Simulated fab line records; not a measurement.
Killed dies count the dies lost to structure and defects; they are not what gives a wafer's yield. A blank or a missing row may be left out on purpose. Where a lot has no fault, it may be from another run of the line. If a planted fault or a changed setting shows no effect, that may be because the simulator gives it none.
Matching of chambers ; flow n5 finfet ; N5_HKMG_FIN_STRIP_89 on rie diel-06 has 4 sister chambers
The step strips SOC in N2/H2, time 20 s. 24 wafers are shown with their chamber, then 12 later ones without.

== WAFERS PAIRED WITH THEIR CHAMBERS ==
wafer;chamber;showerhead plenum p Torr (Torr);drypump motor current A (A);throttle valve pct (%)
L074.2;2;3.19;6.4;19.4
L074.5;1;3.32;5.1;18.7
L074.6;0;3.58;5.0;18.4
L076.1;3;3.45;6.7;19.0
L076.3;1;3.32;5.1;18.7
L076.5;2;3.19;6.5;19.4
L078.1;1;3.32;5.1;18.7
L078.5;0;3.57;5.0;18.4
L078.6;1;3.32;5.1;18.7
L079.3;2;3.18;6.5;19.4
L079.5;2;3.18;6.5;19.4
L079.6;3;3.45;6.7;19.0
L080.3;0;3.57;5.0;18.4
L080.4;3;3.45;6.7;19.0
L080.6;3;3.45;6.7;19.0
L082.2;3;3.45;6.7;19.0
L082.3;0;3.57;5.0;18.5
L082.6;0;3.57;5.0;18.5
L083.2;2;3.18;6.5;19.4
L083.5;3;3.44;6.6;19.0
L083.6;0;3.57;5.0;18.5
L084.1;2;3.18;6.5;19.4
L084.3;3;3.44;6.6;19.0
L084.5;0;3.56;5.0;18.4

SIGNATURES, as means of the wafers listed above
reading;chamber 0;chamber 1;chamber 2;chamber 3;scatter within a chamber
showerhead plenum p Torr;3.5700;3.3200;3.1833;3.4471;0.00488
drypump motor current A;5.000;5.100;6.483;6.671;0.0336
throttle valve pct;18.443;18.700;19.400;19.000;0.0293
Rule: for a wafer and a chamber, the distance is found by dividing, reading by reading, the gap between the wafer's reading and the chamber's mean by the reading's scatter, squaring, summing and taking the root. The wafer belongs to the nearest chamber; if the next one is less than 2 further off, it can't be placed. How the scatter is found: for the shown wafers, subtract from each reading the mean of its chamber, square and add these, divide the total by (wafers less chambers), then take the root.

== WAFERS WITH NO CHAMBER GIVEN ==
wafer;showerhead plenum p Torr (Torr);drypump motor current A (A);throttle valve pct (%)
L085.1;3.44;6.6;19.0
L085.3;3.56;5.0;18.4
L085.4;3.31;5.1;18.8
L087.1;3.30;5.1;18.8
L087.4;3.56;5.0;18.5
L087.5;3.44;6.6;19.0
L088.2;3.44;6.6;19.0
L088.5;3.44;6.7;19.0
L088.6;3.56;5.0;18.5
L093.1;3.43;6.6;19.1
L093.2;3.30;5.2;18.8
L093.6;3.43;6.7;19.1

== EACH ONE'S CHAMBER ==
wafer;from the rows above;in truth
L085.1;3;3
L085.3;0;0
L085.4;1;1
L087.1;1;1
L087.4;0;0
L087.5;3;3
L088.2;3;3
L088.5;3;3
L088.6;0;0
L093.1;3;3
L093.2;1;1
L093.6;3;3
Correct placement for 12 of the 12. Left unplaced by these rows: 0. 0 placed wrongly.
